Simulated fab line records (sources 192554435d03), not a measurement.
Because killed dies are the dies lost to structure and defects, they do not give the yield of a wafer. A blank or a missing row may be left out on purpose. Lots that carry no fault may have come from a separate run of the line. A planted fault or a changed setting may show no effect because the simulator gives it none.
Matching of chambers :: flow n5-finfet :: rie-diel-02 running N5_HKMG_FIN_ETCH_31: 4 sister chambers
The step etches SiARC in CF4, target depth 45.5 nm, time 75.8 s. 8 wafers are shown with their chamber, then 7 later ones without.

WAFERS, EACH WITH ITS CHAMBER
wafer: L080.5
chamber: 2
showerhead-plenum-p-Torr (Torr): 2.27
drypump-motor-current-A (A): 6.3

wafer: L082.1
chamber: 0
showerhead-plenum-p-Torr (Torr): 2.14
drypump-motor-current-A (A): 4.9

wafer: L082.6
chamber: 1
showerhead-plenum-p-Torr (Torr): 2.26
drypump-motor-current-A (A): 5.0

wafer: L085.1
chamber: 3
showerhead-plenum-p-Torr (Torr): 2.16
drypump-motor-current-A (A): 5.2

wafer: L085.2
chamber: 0
showerhead-plenum-p-Torr (Torr): 2.14
drypump-motor-current-A (A): 4.8

wafer: L085.3
chamber: 1
showerhead-plenum-p-Torr (Torr): 2.26
drypump-motor-current-A (A): 4.9

wafer: L090.1
chamber: 3
showerhead-plenum-p-Torr (Torr): 2.15
drypump-motor-current-A (A): 5.2

wafer: L090.2
chamber: 2
showerhead-plenum-p-Torr (Torr): 2.26
drypump-motor-current-A (A): 6.3

WAFERS WHOSE CHAMBER IS MISSING
wafer: L090.3
showerhead-plenum-p-Torr (Torr): 2.26
drypump-motor-current-A (A): 5.0

wafer: L094.2
showerhead-plenum-p-Torr (Torr): 2.13
drypump-motor-current-A (A): 4.9

wafer: L094.3
showerhead-plenum-p-Torr (Torr): 2.26
drypump-motor-current-A (A): 6.3

wafer: L094.5
showerhead-plenum-p-Torr (Torr): 2.25
drypump-motor-current-A (A): 5.0

wafer: L096.1
showerhead-plenum-p-Torr (Torr): 2.13
drypump-motor-current-A (A): 4.9

wafer: L096.4
showerhead-plenum-p-Torr (Torr): 2.26
drypump-motor-current-A (A): 6.4

wafer: L096.6
showerhead-plenum-p-Torr (Torr): 2.13
drypump-motor-current-A (A): 4.9

WHICH CHAMBER EACH ONE RAN IN
wafer: L090.3
from the rows above: 1
in truth: 1

wafer: L094.2
from the rows above: 0
in truth: 0

wafer: L094.3
from the rows above: 2
in truth: 2

wafer: L094.5
from the rows above: 1
in truth: 1

wafer: L096.1
from the rows above: 0
in truth: 0

wafer: L096.4
from the rows above: 2
in truth: 2

wafer: L096.6
from the rows above: 0
in truth: 0
Correct placement for 7 of the 7. Can't be placed from these rows: 0. Number placed wrongly: 0.
How it was worked out, from the rows above alone: a wafer's distance from a chamber is the root of the sum, over the readings, of the square of ((its reading less the chamber's mean) divided by the reading's scatter). If the next closest chamber is less than 2 further off than the closest, the wafer can't be placed; otherwise it belongs to the closest. The mean given for a chamber averages the wafers shown for that chamber. The scatter is the square root of a quotient: the sum, over the shown wafers, of each reading's squared deviation from its chamber's mean, divided by wafers minus chambers.
